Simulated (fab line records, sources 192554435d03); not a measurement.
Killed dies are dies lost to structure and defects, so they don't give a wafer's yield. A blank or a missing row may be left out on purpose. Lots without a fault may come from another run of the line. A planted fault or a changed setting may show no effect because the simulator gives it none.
One fault seen from 3 desks | flow n5_finfet | each desk has only its own numbers; what lay behind them comes last

THE DEFECT DESK
What the inspections along the route counted, lot by lot: means of the sampled wafers that have a number. A lot is out of limits, marked OUT, if its mean lies more than 4 standard deviations from the usual mean; the brackets give that distance.
Columns: A = raw_defect_count at N5_BEOL_M7_INSPECT_58, usual 69
lot  | first seen here | A
L179 | day 9 06:47     | 101
L182 | day 10 11:19    | 68
L183 | day 10 11:53    | 66
L184 | day 10 16:10    | 86
L185 | day 11 03:35    | 50
L192 | day 12 15:26    | 85
L194 | day 12 22:34    | 90
L195 | day 13 02:38    | 78
L196 | day 13 18:17    | 70
L197 | day 14 01:17    | 61
L200 | day 14 19:16    | 52
L201 | day 15 16:43    | 48
This desk's finding: nothing out of limits on any of the 12 lots.

THE TOOL OWNER'S DESK: pecvd-01
The tool's own readings at N5_BEOL_M8_ILD_DEP_00 (deposits SiCOH lowk from DEMS/porogen, target thk 179.75 nm, time 33.4 s): means of the sampled wafers that have a number, for each lot that ran on this tool. A lot is out of limits, marked OUT, if its mean lies more than 4 standard deviations from the usual mean; the brackets give that distance.
Columns: A = heater_power_w at N5_BEOL_M8_ILD_DEP_00, usual 334 W; B = showerhead_plenum_p_Torr at N5_BEOL_M8_ILD_DEP_00, usual 5.742 Torr; C = throttle_valve_pct at N5_BEOL_M8_ILD_DEP_00, usual 14.3 %
lot  | first seen here | A   | B     | C
L179 | day 9 06:50     | 295 | 5.750 | 15.2
L182 | day 10 11:22    | 258 | 5.738 | 14.2
L184 | day 10 16:11    | 240 | 5.739 | 15.1
L185 | day 11 03:38    | 313 | 5.760 | 14.8
L192 | day 12 15:28    | 303 | 5.747 | 15.1
L194 | day 12 22:36    | 324 | 5.754 | 15.6
L201 | day 15 16:46    | 314 | 5.758 | 14.8
This desk's finding: nothing out of limits on any of the 7 lots.

THE METROLOGY DESK
What the gauges read, lot by lot, whatever tool the lot ran on: means of the sampled wafers that have a number. A lot is out of limits, marked OUT, if its mean lies more than 4 standard deviations from the usual mean; the brackets give that distance.
Columns: A = trench_depth_nm at N5_BEOL_M7_OCD_MEAS_38, usual 94.2 nm; B = M8_ILD_THK at N5_BEOL_M8_THK_MEAS_01, usual 154.7 nm
lot  | first seen here | A    | B
L179 | day 9 03:08     | 95.4 | 155.9
L183 | day 10 06:56    | 95.2 | 154.2
L182 | day 10 07:20    | 95.6 | 154.6
L184 | day 10 13:22    | 94.0 | 154.6
L185 | day 11 00:07    | 95.1 | 154.3
L192 | day 12 11:56    | 94.2 | 140.8 (-7.7) OUT
L194 | day 12 19:34    | 91.8 | 141.0 (-7.6) OUT
L195 | day 12 23:19    | 95.1 | 154.4
L196 | day 13 14:04    | 94.2 | 153.4
L197 | day 13 20:55    | 95.8 | 157.3
L200 | day 14 16:05    | 94.5 | 154.4
L201 | day 15 13:53    | 93.4 | 154.8
This desk's finding: out of limits on L192, L194; first on L192, day 12 16:04 (M8_ILD_THK at N5_BEOL_M8_THK_MEAS_01). In limits: L179, L183, L182, L184, L185, L195, L196, L197, L200, L201.

PUT TOGETHER
The metrology desk could have raised an alarm at day 12 16:04, on L192, L194.
The defect desk saw nothing out of limits.
The tool owner's desk saw nothing out of limits.
The defect desk has L192, L194 on record, within its limits.
The tool owner's desk has L192, L194 on record, within its limits.
Of the lots named, all ran N5_BEOL_M8_ILD_DEP_00 on pecvd-01.

WHAT THE SIMULATOR HAD PUT IN
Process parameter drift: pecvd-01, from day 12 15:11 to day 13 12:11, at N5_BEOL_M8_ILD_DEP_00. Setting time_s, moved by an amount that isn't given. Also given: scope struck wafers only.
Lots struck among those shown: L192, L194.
Hours from the fault's start to each desk's first reading out of limits: the metrology desk, 1.
